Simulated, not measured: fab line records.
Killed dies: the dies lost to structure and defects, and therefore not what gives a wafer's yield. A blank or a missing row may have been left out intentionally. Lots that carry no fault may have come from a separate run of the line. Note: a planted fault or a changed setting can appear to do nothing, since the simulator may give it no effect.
Chamber matching	flow n5-finfet	4 sister chambers for N5_BEOL_M0_ETCH_109 on rie-diel-02
The step etches SiCN in CH3F/O2, target depth 8 nm, overetch 2.4 nm, time 27.4 s. 8 wafers are shown with their chamber, then 8 later ones without.

## EACH WAFER AND ITS CHAMBER
wafer	chamber	throttle-valve-pct (%)	showerhead-plenum-p-Torr (Torr)
L080.2	3	16.60	2.00
L080.4	0	16.33	1.95
L084.5	0	16.34	1.95
L084.6	1	15.78	1.92
L087.3	3	16.61	2.00
L087.4	2	15.83	1.97
L087.5	1	15.77	1.92
L090.4	2	15.85	1.96

## WAFERS WITHOUT THEIR CHAMBER
wafer	throttle-valve-pct (%)	showerhead-plenum-p-Torr (Torr)
L090.5	15.78	1.92
L090.6	16.37	1.94
L091.1	15.84	1.96
L091.3	15.79	1.92
L091.6	16.37	1.94
L095.4	16.38	1.94
L095.5	16.38	1.94
L095.6	15.82	1.92

## EACH ONE'S CHAMBER
wafer	from the rows above	in truth
L090.5	1	1
L090.6	0	0
L091.1	2	2
L091.3	1	1
L091.6	0	0
L095.4	0	0
L095.5	0	0
L095.6	1	1
8 of 8 placed correctly. From these rows, 0 cannot be placed. Number placed wrongly: 0.
How it was worked out, from the rows above alone: a wafer's distance from a chamber is the root of the sum, over the readings, of the square of ((its reading less the chamber's mean) divided by the reading's scatter). The wafer belongs to the nearest chamber; if the next one is less than 2 further off, it can't be placed. The mean given for a chamber averages the wafers shown for that chamber. How the scatter is found: for the shown wafers, subtract from each reading the mean of its chamber, square and add these, divide the total by (wafers less chambers), then take the root.
